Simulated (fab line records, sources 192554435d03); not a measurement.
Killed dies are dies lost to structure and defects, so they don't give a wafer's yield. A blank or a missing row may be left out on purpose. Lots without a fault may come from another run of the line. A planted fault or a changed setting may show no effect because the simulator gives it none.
Chamber matching | flow n5_finfet | N5_DUMMY_GATE_STRIP_41 on rie_diel-05: 4 sister chambers
The step strips in O2. 18 wafers are shown with their chamber, then 9 later ones without.

WAFERS WITH THEIR CHAMBER
wafer  | chamber | drypump_motor_current_A (A) | showerhead_plenum_p_Torr (Torr) | throttle_valve_pct (%)
L076.1 | 2       | 6.3                         | 2.19                            | 16.56
L076.2 | 0       | 5.3                         | 2.19                            | 16.38
L076.3 | 1       | 5.1                         | 2.19                            | 16.79
L080.2 | 1       | 5.1                         | 2.19                            | 16.78
L080.3 | 0       | 5.3                         | 2.19                            | 16.39
L080.4 | 3       | 6.0                         | 2.08                            | 16.78
L085.1 | 1       | 5.1                         | 2.18                            | 16.82
L085.2 | 0       | 5.3                         | 2.18                            | 16.41
L085.6 | 2       | 6.3                         | 2.19                            | 16.58
L086.3 | 1       | 5.1                         | 2.18                            | 16.83
L086.4 | 2       | 6.3                         | 2.18                            | 16.59
L086.5 | 0       | 5.3                         | 2.18                            | 16.41
L087.3 | 1       | 5.1                         | 2.18                            | 16.82
L087.4 | 2       | 6.3                         | 2.18                            | 16.60
L087.5 | 1       | 5.1                         | 2.18                            | 16.82
L092.1 | 2       | 6.4                         | 2.18                            | 16.61
L092.2 | 3       | 6.1                         | 2.08                            | 16.83
L092.5 | 3       | 6.0                         | 2.08                            | 16.82

SIGNATURES (means of the wafers above)
reading                  | chamber 0 | chamber 1 | chamber 2 | chamber 3 | scatter within a chamber
drypump_motor_current_A  | 5.300     | 5.100     | 6.320     | 6.033     | 0.0324
showerhead_plenum_p_Torr | 2.1850    | 2.1833    | 2.1840    | 2.0800    | 0.00502
throttle_valve_pct       | 16.3975   | 16.8100   | 16.5880   | 16.8100   | 0.0199
Rule: a wafer's distance from a chamber is the root of the sum, over the readings, of the square of ((its reading less the chamber's mean) divided by the reading's scatter). The wafer belongs to the nearest chamber; if the next one is less than 2 further off, it can't be placed. The scatter: the root of (the sum of the squares of (reading less its chamber's mean) over the shown wafers, divided by (wafers less chambers)).

WAFERS WITHOUT THEIR CHAMBER
wafer  | drypump_motor_current_A (A) | showerhead_plenum_p_Torr (Torr) | throttle_valve_pct (%)
L095.4 | 6.0                         | 2.08                            | 16.84
L095.5 | 6.4                         | 2.18                            | 16.63
L095.6 | 5.1                         | 2.18                            | 16.86
L096.1 | 5.3                         | 2.18                            | 16.43
L096.3 | 6.3                         | 2.18                            | 16.63
L096.5 | 6.0                         | 2.08                            | 16.86
L097.2 | 5.3                         | 2.18                            | 16.43
L097.4 | 6.3                         | 2.18                            | 16.62
L097.5 | 5.3                         | 2.18                            | 16.44

WHICH CHAMBER EACH WENT THROUGH
wafer  | from the rows above | in truth
L095.4 | 3                   | 3
L095.5 | 2                   | 2
L095.6 | 1                   | 1
L096.1 | 0                   | 0
L096.3 | 2                   | 2
L096.5 | 3                   | 3
L097.2 | 0                   | 0
L097.4 | 2                   | 2
L097.5 | 0                   | 0
Placed correctly: 9 of 9. Can't be placed from these rows: 0. Placed wrongly: 0.
